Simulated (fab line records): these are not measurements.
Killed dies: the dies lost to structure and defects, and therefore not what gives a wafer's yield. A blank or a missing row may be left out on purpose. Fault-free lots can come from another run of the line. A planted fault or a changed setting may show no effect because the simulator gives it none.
fab line records	flow nand_harc
record: lots: 5	wafers: 15	last_day: 33
route steps=1302 shown A_M0@1147
lots untouched by any fault: they come from a run of this same line in which no faults occurred
start_h: start of the lot's first displayed wafer, in hours after the record's first day	wait_h: hours elapsed since this lot's preceding step	" the same as in the row above	L1.1+2: one row covering several wafers at once	- either no value or no given start	* or withheld: withheld	< > ~ a bound
route shown NAME@n: names a module that has steps shown in the file, with the first one's number in the route	usual: mean/standard deviation of fault-free wafers	same: alike in all rows	chamber/n: place in a boat	sites: each site's reading	_std_site: standard deviation across them	_edge_site: mean of outer sites minus mean of inner sites	radius_mm: for every site, how far away it sits from the centre of the wafer	mask NAME#n: copy n	behind: the last tool/chamber to shape the wafer	hold: what put the lot on hold/how long, in hours/how the hold closed	device: which transistor (n, p or np) failed to switch	end of line: at the end of the route, the tests of the same wafers	step lacking rows: just its recipe	killed: dies that structure and defects cost at the first sort, which is not the same as the wafer's yield	map: shows each die of a wafer: x if killed, . if not, _ if none is there
set.NAME: the setting that was run; set.NAME@STEP: the one run at that earlier step	model.NAME: the simulator's own value behind a step, which no gauge read
a table for each step, a row for each wafer; lots at some steps of the route
services: from which hour (start_h, from the record's first day; less than 0 if before it) a tool's chamber was out of use, for how many hours, and why
== steps ==
step: NHARC_A_M0_CD_MEAS_09
recipe: target_cd_nm: 80	landing_energy_ev: 500
usual: cd_nm: 79.7/0.86
same: landing_energy_ev: 500
lot.wafer	tool	chamber	start_h	wait_h	cd_nm
L076.3	cd_sem-03	0	541.77	-	79.2
L076.4	"	0	"	"	78.9
L076.6	"	0	"	"	78.7
L081.1	cd_sem-01	0	595.63	-	81.2
L081.4	"	0	"	"	79.9
L081.5	"	0	"	"	80.1
L094.1	cd_sem-02	0	728.78	-	79.5
L094.3	"	0	"	"	80.9
L094.4	"	0	"	"	79.4
L095.3	cd_sem-02	0	731.97	-	79.4
L095.5	"	0	"	"	79.1
L095.6	"	0	"	"	80.4
L096.1	cd_sem-02	0	739.53	-	80.3
L096.3	"	0	"	"	79.5
L096.5	"	0	"	"	78.9
step: NHARC_A_M0_OVL_MEAS_10
recipe: pitch_nm: 160
usual: overlay_x_nm: -0.1/0.63	overlay_y_nm: -0.1/0.93
lot.wafer	tool	chamber	start_h	wait_h	overlay_x_nm	overlay_y_nm
L076.3	overlay-02	-	541.85	-	0.3	0.0
L076.4	"	-	"	"	0.9	-0.5
L076.6	"	-	"	"	1.0	-0.2
L081.1	overlay-02	-	595.71	-	0.8	1.1
L081.4	"	-	"	"	1.0	0.8
L081.5	"	-	"	"	0.0	0.3
L094.1	overlay-02	-	728.87	-	0.5	-0.2
L094.3	"	-	"	"	0.7	0.0
L094.4	"	-	"	"	0.4	-0.1
L095.3	overlay-02	-	732.06	-	-0.5	-0.9
L095.5	"	-	"	"	-0.7	-1.3
L095.6	"	-	"	"	-0.7	-0.7
L096.1	overlay-01	-	739.62	-	-0.6	1.0
L096.3	"	-	"	"	-0.6	1.2
L096.5	"	-	"	"	-0.4	0.7
step: NHARC_A_M0_INSPECT_11
usual: raw_defect_count: 80/37
lot.wafer	tool	chamber	start_h	wait_h	raw_defect_count
L076.3	defect_inspect-02	-	541.89	0.0	68
L076.4	"	-	"	"	69
L076.6	"	-	"	"	72
L081.1	defect_inspect-02	-	595.75	0.0	118
L081.4	"	-	"	"	114
L081.5	"	-	"	"	107
L094.1	defect_inspect-01	-	728.91	0.0	127
L094.3	"	-	"	"	123
L094.4	"	-	"	"	105
L095.3	defect_inspect-02	-	732.09	0.0	19
L095.5	"	-	"	"	24
L095.6	"	-	"	"	17
L096.1	defect_inspect-01	-	739.66	0.0	125
L096.3	"	-	"	"	96
L096.5	"	-	"	"	113
step: NHARC_A_M0_DESCUM_14
recipe: time_s: 3	o2_flow_sccm: 200	ar_flow_sccm: 0	bias_power_w: 0	chemistry: O2
usual: drypump_motor_current_A: 5.8/0.54	oes_product_au: 0.996/0.014	rf_vpp_V: 57.8/0.88	showerhead_plenum_p_Torr: 1.90/0.064	throttle_valve_pct: 11.312/0.0092
same: bias_power_w: 0
lot.wafer	tool	chamber	start_h	wait_h	drypump_motor_current_A	oes_product_au	rf_hours_counter_h	rf_vpp_V	showerhead_plenum_p_Torr	throttle_valve_pct
L076.4	rie_diel-12	0	541.96	0.1	5.0	0.993	4.4	58.8	1.86	11.308
L076.3	"	1	"	"	5.8	0.998	4.3	56.6	1.96	11.303
L076.6	"	2	"	"	4.8	0.968	-	59.3	1.90	11.317
L081.4	rie_diel-12	3	595.82	0.1	6.0	1.014	6.6	57.7	1.92	11.324
L081.1	"	1	"	"	5.8	1.010	7.2	58.2	1.96	11.318
L081.5	"	2	"	"	4.8	0.989	-	58.3	1.90	11.302
L094.4	rie_diel-13	0	728.97	0.1	6.5	0.975	2.7	58.1	1.99	11.301
L094.3	"	2	"	"	5.9	0.991	1.7	58.6	1.85	11.308
L094.1	"	3	"	"	5.7	0.990	2.0	57.9	1.89	11.299
L095.3	rie_diel-06	1	732.17	0.1	5.5	0.995	1.9	58.0	1.79	11.296
L095.6	"	3	"	"	6.6	0.996	-	58.5	1.92	11.298
L095.5	"	0	"	"	6.4	1.009	-	56.7	1.80	11.322
L096.3	rie_diel-12	0	739.73	0.1	5.0	0.968	4.8	57.5	1.86	11.299
L096.1	"	1	"	"	5.8	1.010	4.3	58.6	1.96	11.312
L096.5	"	2	"	"	4.8	0.991	-	57.8	1.89	11.308
step: NHARC_A_M0_ETCH_34
recipe: target_depth_a: 400	overetch_a: 120	time_s: 43.94	ion_energy_ev: 200	n2_flow_sccm: 150	h2_flow_sccm: 150	ar_flow_sccm: 0	rf_w: 400	bias_w: 150	chemistry: N2/H2
usual: drypump_motor_current_A: 5.8/0.57	oes_product_au: 0.997/0.015	rf_vpp_V: 430.3/2.1	showerhead_plenum_p_Torr: 2.03/0.068	throttle_valve_pct: 14.172/0.0088
lot.wafer	tool	chamber	start_h	wait_h	drypump_motor_current_A	oes_product_au	rf_hours_counter_h	rf_vpp_V	showerhead_plenum_p_Torr	throttle_valve_pct
L076.4	rie_diel-12	3	542.04	0.1	6.0	1.001	4.1	431.4	2.05	14.171
L076.3	"	0	"	"	5.0	0.989	4.4	430.4	1.98	14.172
L076.6	"	2	"	"	4.8	0.997	-	429.8	2.02	14.173
L081.1	rie_diel-12	1	595.90	0.1	5.8	1.015	7.2	432.7	2.09	14.174
L081.4	"	3	"	"	6.1	1.011	6.6	430.5	2.05	14.188
L081.5	"	1	"	"	5.9	1.011	-	433.2	2.09	14.169
L094.3	rie_diel-13	2	729.55	0.6	5.9	0.973	1.7	429.0	1.97	14.178
L094.4	"	3	"	"	5.6	0.996	2.0	431.3	2.02	14.164
L094.1	"	0	"	"	6.5	0.961	2.7	432.0	2.12	14.186
L095.3	rie_diel-06	2	732.24	0.1	6.7	0.980	1.6	427.2	1.97	14.186
L095.5	"	1	"	"	5.5	0.997	-	426.2	1.91	14.185
L095.6	"	2	"	"	6.7	0.982	-	426.7	1.97	14.180
L096.3	rie_diel-12	1	739.81	0.1	5.8	1.024	4.3	432.9	2.09	14.186
L096.1	"	2	"	"	4.8	1.007	2.2	429.2	2.02	14.187
L096.5	"	1	"	"	5.9	1.030	-	431.5	2.09	14.174
step: NHARC_A_M0_ETCH_15
recipe: target_depth_a: 1500	overetch_a: 150	time_s: 82.5	c4f8_flow_sccm: withheld	ar_flow_sccm: 400	rf_w: 600	bias_w: 300	chemistry: C4F8/Ar
usual: oes_product_au: 0.946/0.023	rf_vpp_V: 440.5/2.2
lot.wafer	tool	chamber	start_h	wait_h	oes_product_au	rf_hours_counter_h	rf_vpp_V
L076.3	rie_diel-12	3	-	-	0.921	4.2	442.5
L076.4	"	1	"	"	0.926	4.3	441.5
L076.6	"	0	"	"	0.911	-	438.7
L081.1	rie_diel-12	3	-	-	0.964	6.6	440.8
L081.4	"	0	"	"	0.972	7.1	439.2
L081.5	"	3	"	"	0.962	-	440.5
L094.4	rie_diel-13	3	-	-	0.922	2.0	440.4
L094.3	"	0	"	"	0.896	2.7	443.4
L094.1	"	1	"	"	0.924	2.5	443.8
L095.3	rie_diel-06	0	-	-	0.967	1.7	436.7
L095.5	"	0	"	"	0.962	-	436.4
L095.6	"	1	"	"	0.973	-	435.1
L096.1	rie_diel-12	1	-	-	0.937	4.3	444.6
L096.3	"	3	"	"	0.926	4.9	440.4
L096.5	"	1	"	"	0.938	-	442.3
step: NHARC_A_M0_CD_MEAS_16
usual: cd_nm: 79.6/1.1
lot.wafer	tool	chamber	start_h	wait_h	cd_nm
L076.3	cd_sem-03	-	542.25	-	79.8
L076.4	"	-	"	"	78.8
L076.6	"	-	"	"	78.5
L081.1	cd_sem-02	-	596.11	-	81.1
L081.4	"	-	"	"	80.3
L081.5	"	-	"	"	79.4
L094.1	cd_sem-03	-	729.76	-	79.1
L094.3	"	-	"	"	80.1
L094.4	"	-	"	"	79.5
L095.3	cd_sem-03	-	732.47	-	78.8
L095.5	"	-	"	"	78.9
L095.6	"	-	"	"	79.5
L096.1	cd_sem-02	-	740.02	-	79.8
L096.3	"	-	"	"	79.4
L096.5	"	-	"	"	78.3
step: NHARC_A_M0_STRIP_18
recipe: power_w: 1000	n2_flow_sccm: 150	h2_flow_sccm: 150	ar_flow_sccm: 0	bias_w: 0	chemistry: N2/H2
usual: drypump_motor_current_A: 5.9/0.55	oes_product_au: 0.997/0.013	rf_vpp_V: 90.6/0.92	showerhead_plenum_p_Torr: 2.03/0.076	throttle_valve_pct: 14.171/0.0093
lot.wafer	tool	chamber	start_h	wait_h	drypump_motor_current_A	oes_product_au	rf_hours_counter_h	rf_vpp_V	showerhead_plenum_p_Torr	throttle_valve_pct
L076.4	rie_diel-13	0	542.34	0.1	6.5	0.999	1.1	90.7	2.13	14.161
L076.3	"	1	"	"	6.0	1.014	0.7	91.4	2.17	14.157
L076.6	"	0	"	"	6.5	1.001	-	91.3	2.13	14.185
L081.1	rie_diel-13	3	596.18	0.1	5.7	0.995	3.3	90.8	2.02	14.171
L081.4	"	2	"	"	5.9	1.017	3.4	88.2	1.98	14.162
L081.5	"	3	"	"	5.7	0.989	-	91.2	2.02	14.168
L094.3	rie_diel-12	2	729.83	0.1	4.8	0.988	1.9	90.4	2.02	14.166
L094.4	"	3	"	"	6.0	0.996	4.6	91.2	2.05	14.173
L094.1	"	0	"	"	5.0	0.972	4.5	91.3	1.98	14.167
L095.3	rie_diel-12	3	732.59	0.1	6.0	1.010	4.7	91.0	2.05	14.179
L095.5	"	1	"	"	5.8	1.006	-	89.4	2.09	14.172
L095.6	"	2	"	"	4.9	0.987	-	89.0	2.02	14.159
L096.3	rie_diel-13	2	740.12	0.1	5.9	0.983	3.0	89.6	1.97	14.178
L096.1	"	3	"	"	5.7	0.991	2.8	89.7	2.02	14.166
L096.5	"	1	"	"	6.0	0.999	-	90.9	2.16	14.180
step: NHARC_A_M0_STRIP_19
recipe: time_s: 600	temp_c: 30	chemistry: post_etch_residue_remover
usual: bath_heat_duty_pct: 13.1/1.6
lot.wafer	tool	chamber	start_h	wait_h	bath_heat_duty_pct
L076.3	wet_bench-03	1	542.60	-	11.5
L076.4	"	2	"	"	12.6
L076.6	"	4	"	"	12.2
L081.5	wet_bench-09	3	596.46	-	14.2
L081.1	"	7	"	"	13.4
L081.4	"	0	"	"	15.2
L094.4	wet_bench-03	3	730.11	-	13.7
L094.1	"	6	"	"	14.3
L094.3	"	0	"	"	14.6
L095.3	wet_bench-02	5	732.82	-	14.7
L095.5	"	7	"	"	12.5
L095.6	"	0	"	"	11.6
L096.3	wet_bench-02	7	740.38	-	11.8
L096.1	"	0	"	"	10.9
L096.5	"	1	"	"	15.6
step: NHARC_A_M0_DEGAS_28
recipe: temp_c: 250	time_s: 60
usual: heater_power_w: 321/40
lot.wafer	tool	chamber	start_h	wait_h	heater_power_w
L076.3	pvd_sputter-02	-	542.87	-	324
L076.4	"	-	"	"	298
L076.6	"	-	"	"	264
L081.4	pvd_sputter-03	-	596.78	-	367
L081.1	"	-	"	"	342
L081.5	"	-	"	"	373
L094.1	pvd_sputter-01	-	730.38	-	262
L094.4	"	-	"	"	337
L094.3	"	-	"	"	328
L095.3	pvd_sputter-03	-	733.12	-	350
L095.5	"	-	"	"	390
L095.6	"	-	"	"	278
L096.3	pvd_sputter-01	-	740.64	-	326
L096.1	"	-	"	"	338
L096.5	"	-	"	"	327
step: NHARC_A_M0_PRE_CLEAN_29
recipe: time_s: 30	temp_c: 280	gas: H2/He
usual: heater_power_w: 396/47
lot.wafer	tool	chamber	start_h	wait_h	heater_power_w
L076.4	pvd_sputter-02	-	-	-	374
L076.3	"	-	"	"	435
L076.6	"	-	"	"	363
L081.4	pvd_sputter-03	-	-	-	451
L081.1	"	-	"	"	422
L081.5	"	-	"	"	451
L094.3	pvd_sputter-01	-	-	-	407
L094.4	"	-	"	"	361
L094.1	"	-	"	"	324
L095.3	pvd_sputter-03	-	-	-	423
L095.6	"	-	"	"	455
L095.5	"	-	"	"	434
L096.1	pvd_sputter-01	-	-	-	354
L096.3	"	-	"	"	421
L096.5	"	-	"	"	413
step: NHARC_A_M0_PVD_20
recipe: target_thk_a: 50	bias_v: 168.6	power_w: 15000	chamber_pressure_pa: 0.12	time_s: 8.06	substrate_temp_c: 50	material: TaN
usual: bias_v: 168.6/1.8	throttle_valve_pct: 29.7/0.88
lot.wafer	tool	chamber	start_h	wait_h	bias_v	throttle_valve_pct
L076.3	pvd_sputter-02	-	-	-	166.2	30.8
L076.4	"	-	"	"	165.0	30.3
L076.6	"	-	"	"	169.3	28.8
L081.4	pvd_sputter-03	-	-	-	170.0	30.9
L081.1	"	-	"	"	169.3	29.0
L081.5	"	-	"	"	168.9	31.2
L094.4	pvd_sputter-01	-	-	-	166.9	30.1
L094.1	"	-	"	"	167.1	29.5
L094.3	"	-	"	"	170.5	28.3
L095.3	pvd_sputter-03	-	-	-	168.3	29.7
L095.6	"	-	"	"	167.7	29.9
L095.5	"	-	"	"	167.0	29.8
L096.1	pvd_sputter-01	-	-	-	167.7	30.1
L096.3	"	-	"	"	169.8	28.3
L096.5	"	-	"	"	170.2	30.3
step: NHARC_A_M0_PVD_21
recipe: target_thk_a: 300	chamber_pressure_pa: 5	power_w: 5000	substrate_temp_c: 30	time_s: 20.49	material: Cu
usual: throttle_valve_pct: 29.6/0.89
lot.wafer	tool	chamber	start_h	wait_h	throttle_valve_pct
L076.3	pvd_sputter-02	-	-	-	29.8
L076.4	"	-	"	"	28.7
L076.6	"	-	"	"	30.2
L081.1	pvd_sputter-03	-	-	-	29.2
L081.4	"	-	"	"	31.1
L081.5	"	-	"	"	29.4
L094.4	pvd_sputter-01	-	-	-	30.9
L094.3	"	-	"	"	29.2
L094.1	"	-	"	"	28.3
L095.3	pvd_sputter-03	-	-	-	29.7
L095.5	"	-	"	"	30.0
L095.6	"	-	"	"	28.3
L096.1	pvd_sputter-01	-	-	-	29.3
L096.3	"	-	"	"	28.4
L096.5	"	-	"	"	28.4
step: NHARC_A_M0_ECD_22
recipe: target_thk_a: 4000	bath_temp_c: 25	material: Cu
usual: bath_heat_duty_pct: 6.1/1
lot.wafer	tool	chamber	start_h	wait_h	bath_heat_duty_pct
L076.3	ecd_cu-01	0	543.32	-	5.4
L076.4	"	1	"	"	6.2
L076.6	"	1	"	"	6.1
L081.1	ecd_cu-01	0	597.19	-	6.4
L081.4	"	1	"	"	6.1
L081.5	"	1	"	"	6.1
L094.1	ecd_cu-02	0	730.74	-	5.1
L094.3	"	0	"	"	5.3
L094.4	"	1	"	"	7.3
L095.3	ecd_cu-02	1	733.60	-	6.6
L095.5	"	0	"	"	3.9
L095.6	"	1	"	"	8.5
L096.1	ecd_cu-01	1	741.05	-	7.4
L096.3	"	1	"	"	6.6
L096.5	"	0	"	"	5.8
step: NHARC_A_M0_ANNEAL_30
recipe: temp_c: 225	time_s: 90
usual: wafer_temp_C_max: 225.66/0.19
lot.wafer	tool	chamber	start_h	wait_h	wafer_temp_C_max
L076.3	rtp_anneal-02	0	543.70	-	225.59
L076.4	"	0	"	"	225.68
L076.6	"	0	"	"	225.36
L081.1	rtp_anneal-02	0	597.52	0.3	225.56
L081.4	"	0	"	"	225.54
L081.5	"	0	"	"	225.47
L094.1	rtp_anneal-01	0	731.11	-	225.99
L094.3	"	0	"	"	225.59
L094.4	"	0	"	"	225.60
L095.3	rtp_anneal-01	0	733.93	-	226.06
L095.5	"	0	"	"	225.75
L095.6	"	0	"	"	225.78
L096.1	rtp_anneal-01	0	741.38	0.3	225.42
L096.3	"	0	"	"	225.82
L096.5	"	0	"	"	225.78
== services ==
tool	chamber	start_h	hours	kind
rie_diel-13	-	519.04	9.0	pm
pvd_sputter-02	-	525.18	2.5	repair
pvd_sputter-03	-	526.03	10.0	pm
pvd_sputter-01	-	536.51	1.5	repair
rie_diel-06	0	551.68	6.0	repair
ecd_cu-01	-	554.31	1.2	repair
pvd_sputter-03	-	562.72	8.9	repair
ecd_cu-01	-	572.60	0.4	repair
pvd_sputter-01	-	582.08	10.0	pm
pvd_sputter-01	-	599.27	1.2	repair
pvd_sputter-01	-	622.01	3.0	repair
rie_diel-12	-	622.40	9.0	pm
pvd_sputter-03	-	637.22	10.8	repair
rie_diel-12	2	637.79	48.3	repair
pvd_sputter-02	-	651.84	10.0	pm
pvd_sputter-01	-	670.17	4.5	repair
rie_diel-12	-	693.60	1.7	repair
rie_diel-13	-	696.04	9.0	pm
pvd_sputter-03	-	704.03	10.0	pm
rie_diel-12	0	710.32	5.6	repair
pvd_sputter-03	-	714.56	0.5	repair
pvd_sputter-02	-	718.06	2.8	repair
pvd_sputter-02	-	723.63	26.1	repair
rie_diel-12	-	740.30	0.8	repair
== key ==
fault none
